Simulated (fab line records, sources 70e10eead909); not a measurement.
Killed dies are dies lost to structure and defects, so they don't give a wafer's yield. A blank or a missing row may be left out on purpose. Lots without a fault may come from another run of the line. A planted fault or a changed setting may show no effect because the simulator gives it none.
A struck lot beside a sound one | flow nand_harc | 14 steps out of a route of 1302
Sound: wafers L277.1, L277.3, L277.4. Struck: wafer L297.6. (L297.2, L297.3 of the same lot were not struck and are left out.) The cause comes at the end.
At each step with rows: each side's tool, then ch and its chambers, then its first start. Under that, the readings that differ: sound wafers | struck wafers | difference of the means | sigmas: that difference in standard deviations of wafers without a fault.
alike: readings whose means differ by less than 2 such deviations, and words and numbers that are the same on both sides. not compared: withheld readings, readings that some wafer has no value for, bounds like >300 that may hide the same value, and numbers for which the record gives no deviation and whose values overlap.
The two part at a step that has a row with sigmas, a row that says differs or no value, or rows on one side only. Numbers that don't overlap but have no deviation are shown without sigmas and don't part them. A reading that every wafer of one side lacks parts them only if that side has two wafers or more.

NHARC_A_ONON_D2_THK_MEAS_30: measures by ellipsometry.
  sound on film_metro-02, day 13 00:30; struck on film_metro-01, day 21 13:55
  alike: thk_nm
NHARC_A_ONON_D2_DEP_33: deposits SiO2, target thk 200 nm.
  sound on pecvd-02 ch 1,2, day 13 00:33; struck on pecvd-02 ch 1, day 21 13:58
  alike: heater_power_w, throttle_valve_pct
NHARC_A_ONON_D2_THK_MEAS_34: measures by ellipsometry.
  sound on film_metro-02, day 13 00:58; struck on film_metro-02, day 21 14:23
  alike: thk_nm
NHARC_A_ONON_D2_INSPECT_32:
  sound on defect_inspect-01, day 13 01:02; struck on defect_inspect-01, day 21 14:27
  alike: raw_defect_count
NHARC_A_CHANNEL_HOLE_D2_DEP_00: deposits aC, target thk 3100 nm.
  sound on acl_dep-01 ch 0, day 13 01:06; struck on acl_dep-02 ch 0, day 21 16:41
  alike: throttle_valve_pct
NHARC_A_CHANNEL_HOLE_D2_DEP_01: deposits SiON, target thk 140 nm.
  sound on pecvd-03 ch 0,1,2, day 13 03:01; struck on pecvd-04 ch 0, day 21 18:18
  alike: heater_power_w
then, 5 steps without rows for these wafers: NHARC_A_CHANNEL_HOLE_D2_DEHYDRATE_02 (time 120 s); NHARC_A_CHANNEL_HOLE_D2_HMDS_03 (time 30 s); NHARC_A_CHANNEL_HOLE_D2_COAT_36 (time 75 s); NHARC_A_CHANNEL_HOLE_D2_COAT_37 (time 65 s); NHARC_A_CHANNEL_HOLE_D2_COAT_04 (resist thk 90 nm).
NHARC_A_CHANNEL_HOLE_D2_SOFTBAKE_05: time 55 s.
  sound on litho_track-06 ch 0, day 13 03:00; struck on litho_track-01 ch 0, day 21 18:00
  reading                  | sound                | struck | difference | sigmas
  heater_power_total_W (W) | 188.34 188.41 188.60 | 222.52 | +34.07     | +99 or more
  resist_line_temp_C (C)   | 23.01 23.09 23.04    | 22.79  | -0.26      | -2
then, 1 step without rows for these wafers: NHARC_A_CHANNEL_HOLE_D2_EBR_06.
-- the record jumps here: 12 days lie between the struck wafers' starts before and after (it left off in module A_CHANNEL_HOLE_D2 and takes up again in module END, whose first step shown is number 1302 of the route) --
NHARC_END_SORT_01:
  sound on prober-02 ch 0, day 24 07:43; struck on prober-02 ch 0, day 34 02:13
  alike: killed_at_array, killed_at_other, killed_at_periphery, killed_dies, killed_open, killed_short

WHERE THEY PART
Only at NHARC_A_CHANNEL_HOLE_D2_SOFTBAKE_05, within this record. Later steps at which nothing parts them and some readings are alike: NHARC_END_SORT_01.

WHY: what the simulator had put in
Process parameter drift: litho_track-01, from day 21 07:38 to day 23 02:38, at NHARC_A_CHANNEL_HOLE_D2_SOFTBAKE_05. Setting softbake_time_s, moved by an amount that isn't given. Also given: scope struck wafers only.
